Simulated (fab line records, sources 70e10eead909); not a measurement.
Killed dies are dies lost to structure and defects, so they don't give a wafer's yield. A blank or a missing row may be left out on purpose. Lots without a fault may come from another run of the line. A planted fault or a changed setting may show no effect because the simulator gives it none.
Chamber matching | flow nand_harc | NHARC_A_STAIRCASE_DESCUM_168 on rie_diel-06: 4 sister chambers
The step chemistry O2, time 3 s. 20 wafers are shown with their chamber, then 10 later ones without.

WAFERS WITH THEIR CHAMBER
wafer  | chamber | showerhead_plenum_p_Torr (Torr) | drypump_motor_current_A (A) | rf_vpp_V (V)
L074.1 | 3       | 1.87                            | 6.2                         | 57.8
L074.2 | 0       | 1.87                            | 6.1                         | 57.5
L074.6 | 2       | 2.07                            | 6.3                         | 58.7
L076.1 | 0       | 1.87                            | 6.1                         | 59.0
L076.4 | 3       | 1.86                            | 6.2                         | 57.4
L076.5 | 2       | 2.07                            | 6.3                         | 57.3
L078.1 | 0       | 1.86                            | 6.1                         | 57.6
L078.2 | 3       | 1.86                            | 6.2                         | 56.3
L078.6 | 2       | 2.07                            | 6.3                         | 58.3
L080.1 | 2       | 2.07                            | 6.4                         | 57.9
L080.2 | 1       | 1.82                            | 5.5                         | 58.2
L080.6 | 1       | 1.82                            | 5.6                         | 58.1
L085.2 | 2       | 2.06                            | 6.4                         | 58.7
L085.3 | 3       | 1.85                            | 6.2                         | 56.4
L085.6 | 3       | 1.85                            | 6.2                         | 57.7
L088.2 | 3       | 1.85                            | 6.2                         | 58.0
L088.5 | 1       | 1.81                            | 5.6                         | 58.8
L088.6 | 0       | 1.85                            | 6.1                         | 58.0
L089.2 | 0       | 1.85                            | 6.1                         | 57.7
L089.4 | 1       | 1.81                            | 5.5                         | 55.9

SIGNATURES (means of the wafers above)
reading                  | chamber 0 | chamber 1 | chamber 2 | chamber 3 | scatter within a chamber
showerhead_plenum_p_Torr | 1.8600    | 1.8150    | 2.0680    | 1.8567    | 0.00756
drypump_motor_current_A  | 6.100     | 5.550     | 6.340     | 6.200     | 0.0371
rf_vpp_V                 | 57.960    | 57.750    | 58.180    | 57.267    | 0.809
Rule: a wafer's distance from a chamber is the root of the sum, over the readings, of the square of ((its reading less the chamber's mean) divided by the reading's scatter). The wafer belongs to the nearest chamber; if the next one is less than 2 further off, it can't be placed. The scatter: the root of (the sum of the squares of (reading less its chamber's mean) over the shown wafers, divided by (wafers less chambers)).

WAFERS WITHOUT THEIR CHAMBER
wafer  | showerhead_plenum_p_Torr (Torr) | drypump_motor_current_A (A) | rf_vpp_V (V)
L089.5 | 1.81                            | 5.5                         | 57.7
L093.1 | 1.81                            | 5.6                         | 56.9
L093.2 | 1.84                            | 6.2                         | 56.7
L093.5 | 1.85                            | 6.1                         | 57.3
L096.1 | 2.05                            | 6.3                         | 58.5
L096.4 | 1.84                            | 6.1                         | 56.6
L096.6 | 1.84                            | 6.1                         | 57.7
L097.1 | 1.80                            | 5.5                         | 57.0
L097.3 | 1.84                            | 6.1                         | 57.9
L097.5 | 1.84                            | 6.1                         | 57.7

WHICH CHAMBER EACH WENT THROUGH
wafer  | from the rows above     | in truth
L089.5 | 1                       | 1
L093.1 | 1                       | 1
L093.2 | can't be placed: 3 or 0 | 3
L093.5 | can't be placed: 0 or 3 | 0
L096.1 | 2                       | 2
L096.4 | can't be placed: 0 or 3 | 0
L096.6 | can't be placed: 0 or 3 | 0
L097.1 | 1                       | 1
L097.3 | can't be placed: 0 or 3 | 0
L097.5 | can't be placed: 0 or 3 | 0
Placed correctly: 4 of 10. Can't be placed from these rows: 6 (the true chamber is among the candidates in 6). Placed wrongly: 0.
